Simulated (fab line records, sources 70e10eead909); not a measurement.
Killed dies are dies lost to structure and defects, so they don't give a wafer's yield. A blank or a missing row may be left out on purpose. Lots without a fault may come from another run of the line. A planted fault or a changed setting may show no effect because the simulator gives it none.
Which tool did it? | flow nand_harc | 24 lots, 72 wafers sampled, at 2 steps of a route of 1302

WHAT THE GAUGES READ, wafer by wafer
NHARC_P_M0_INSPECT_11.
lot  | measured     | on                | raw_defect_count
L074 | day 6 07:37  | defect_inspect-02 | 3 2 4
L075 | day 6 10:34  | defect_inspect-02 | 7 7 8
L076 | day 6 22:02  | defect_inspect-02 | 3 3 1
L077 | day 7 06:35  | defect_inspect-01 | 3 4 3
L078 | day 7 20:15  | defect_inspect-02 | 1 0 3
L079 | day 8 06:20  | defect_inspect-01 | 6 3 0
L080 | day 8 11:59  | defect_inspect-01 | 4 6 7
L081 | day 9 05:52  | defect_inspect-02 | 5 1 3
L082 | day 9 11:53  | defect_inspect-02 | 4 3 3
L083 | day 9 19:46  | defect_inspect-02 | 4 12 3
L084 | day 10 12:35 | defect_inspect-02 | 3 4 4
L085 | day 10 20:53 | defect_inspect-02 | 6 3 6
L086 | day 11 03:00 | defect_inspect-02 | 2 1 4
L087 | day 11 07:03 | defect_inspect-02 | 4 2 7
L088 | day 12 06:44 | defect_inspect-01 | 9 7 10
L089 | day 12 07:03 | defect_inspect-01 | 4 4 6
L090 | day 13 00:28 | defect_inspect-02 | 8 4 2
L091 | day 13 11:19 | defect_inspect-02 | 4 5 6
L092 | day 13 14:14 | defect_inspect-02 | 1 12 3
L093 | day 14 01:44 | defect_inspect-02 | 9 6 10
L094 | day 14 15:41 | defect_inspect-02 | 9 6 9
L095 | day 14 22:25 | defect_inspect-02 | 3 2 5
L096 | day 15 03:24 | defect_inspect-01 | 4 4 4
L097 | day 15 17:10 | defect_inspect-01 | 3 1 4

WHICH TOOL RAN EACH LOT (tool, then ch and the chambers of the sampled wafers, then the start)
lot  | NHARC_P_CONTACT_ETCH_35
L074 | rie_diel-11 ch 0,3, day 6 03:44
L075 | rie_diel-01 ch 1,2,3, day 6 06:30
L076 | rie_diel-11 ch 0,1,3, day 6 17:59
L077 | rie_diel-01 ch 0,2,3, day 7 02:28
L078 | rie_diel-08 ch 0,1,3, day 7 16:14
L079 | rie_diel-08 ch 0,2, day 8 02:28
L080 | rie_diel-11 ch 0,1,3, day 8 08:07
L081 | rie_diel-11 ch 0,3, day 9 01:58
L082 | rie_diel-01 ch 0,1,2, day 9 07:53
L083 | rie_diel-08 ch 0,1,3, day 9 15:46
L084 | rie_diel-08 ch 1,2,3, day 10 08:33
L085 | rie_diel-08 ch 0,1,2, day 10 16:52
L086 | rie_diel-08 ch 0,1,2, day 10 22:56
L087 | rie_diel-11 ch 0,2, day 11 02:50
L088 | rie_diel-11 ch 0,2,3, day 12 02:37
L089 | rie_diel-08 ch 1,3, day 12 03:01
L090 | rie_diel-11 ch 0,1,3, day 12 20:20
L091 | rie_diel-11 ch 1,2, day 13 07:23
L092 | rie_diel-01 ch 0,1,2, day 13 10:10
L093 | rie_diel-08 ch 1,3, day 13 21:50
L094 | rie_diel-08 ch 0,2,3, day 14 11:26
L095 | rie_diel-11 ch 0,3, day 14 18:16
L096 | rie_diel-11 ch 1,2,3, day 14 23:24
L097 | rie_diel-11 ch 0,3, day 15 13:01
- NHARC_P_CONTACT_ETCH_35: etches the open film in CF4, target depth 39 nm, time 65 s.

WHAT THE TOOLS THEMSELVES READ (means of the sampled wafers that have a number; where no wafer has one, the mark that the record gives instead)
NHARC_P_CONTACT_ETCH_35.
lot  | tool        | cf4_flow_sccm (sccm) | chamber_pressure_mTorr (mTorr) | drypump_motor_current_A (A) | oes_product_au (a.u.) | rf_vpp_V (V) | showerhead_plenum_p_Torr (Torr) | throttle_valve_pct (%)
L074 | rie_diel-11 | 150.3                | 49.96                          | 5.7                         | 0.982                 | 151.8        | 1.76                            | 13.288
L075 | rie_diel-01 | 150.6                | 50.00                          | 5.8                         | 0.998                 | 152.1        | 1.85                            | 13.280
L076 | rie_diel-11 | 150.1                | 50.02                          | 5.5                         | 0.997                 | 151.9        | 1.82                            | 13.289
L077 | rie_diel-01 | 150.2                | 49.99                          | 5.5                         | 1.002                 | 151.3        | 1.82                            | 13.284
L078 | rie_diel-08 | 150.0                | 49.99                          | 6.0                         | 1.006                 | 149.6        | 1.72                            | 13.280
L079 | rie_diel-08 | 150.2                | 50.02                          | 5.9                         | 1.003                 | 150.0        | 1.71                            | 13.285
L080 | rie_diel-11 | 149.7                | 50.01                          | 5.5                         | 0.996                 | 151.5        | 1.82                            | 13.281
L081 | rie_diel-11 | 149.6                | 49.96                          | 5.4                         | 1.004                 | 152.2        | 1.82                            | 13.280
L082 | rie_diel-01 | 150.0                | 49.98                          | 6.2                         | 0.999                 | 151.8        | 1.82                            | 13.281
L083 | rie_diel-08 | 149.7                | 50.02                          | 6.0                         | 1.000                 | 149.9        | 1.72                            | 13.280
L084 | rie_diel-08 | 149.7                | 49.98                          | 6.2                         | 0.997                 | 149.6        | 1.66                            | 13.280
L085 | rie_diel-08 | 149.5                | 49.96                          | 5.8                         | 1.001                 | 150.7        | 1.71                            | 13.277
L086 | rie_diel-08 | 149.7                | 49.98                          | 5.8                         | 0.996                 | 150.4        | 1.71                            | 13.288
L087 | rie_diel-11 | 150.0                | 49.98                          | 5.8                         | 1.001                 | 150.5        | 1.68                            | 13.273
L088 | rie_diel-11 | 150.5                | 50.00                          | 5.6                         | 0.990                 | 151.3        | 1.75                            | 13.289
L089 | rie_diel-08 | 150.1                | 49.99                          | 6.1                         | 1.002                 | 149.1        | 1.65                            | 13.296
L090 | rie_diel-11 | 150.0                | 50.00                          | 5.5                         | 0.997                 | 151.5        | 1.82                            | 13.281
L091 | rie_diel-11 | 149.9                | 50.01                          | 5.5                         | 0.994                 | 152.0        | 1.81                            | 13.298
L092 | rie_diel-01 | 150.4                | 50.02                          | 6.2                         | 1.014                 | 152.0        | 1.82                            | 13.281
L093 | rie_diel-08 | 150.0                | 49.98                          | 6.4                         | 1.001                 | 150.1        | 1.66                            | 13.284
L094 | rie_diel-08 | 150.2                | 49.98                          | 6.1                         | 1.007                 | 150.0        | 1.71                            | 13.276
L095 | rie_diel-11 | 149.9                | 49.99                          | 5.7                         | 0.999                 | 150.5        | 1.75                            | 13.289
L096 | rie_diel-11 | 150.3                | 50.02                          | 5.4                         | 1.005                 | 151.9        | 1.81                            | 13.286
L097 | rie_diel-11 | 149.6                | 50.04                          | 5.4                         | 0.993                 | 151.6        | 1.82                            | 13.284

THE ANSWER, worked out from the rows above alone
Rule: what is usual is taken from the lots themselves. Put in order of their means at a reading, lots are off if they are a third of the lots or fewer, leave a main group of 4 or more, and stand apart from it by a gap of 3 or more times the standard deviation of the main group's means; of several such gaps the widest counts. A main group whose means are all the same, to the digits that the tables above print for the reading, isn't used. A lot without any number at a reading at which 4 lots or more have one is off too. The other lots that the step has rows for count as sound. The gauges are gone through in route order, then the tools' own readings, and for those a lot's mean is taken as printed above. The first step at which some lot is off is used, and at that step the reading that is off furthest; a lot without a number counts as furthest.
No lot is off at any reading shown: from this, nothing can be told.

WHAT THE SIMULATOR HAD PUT IN
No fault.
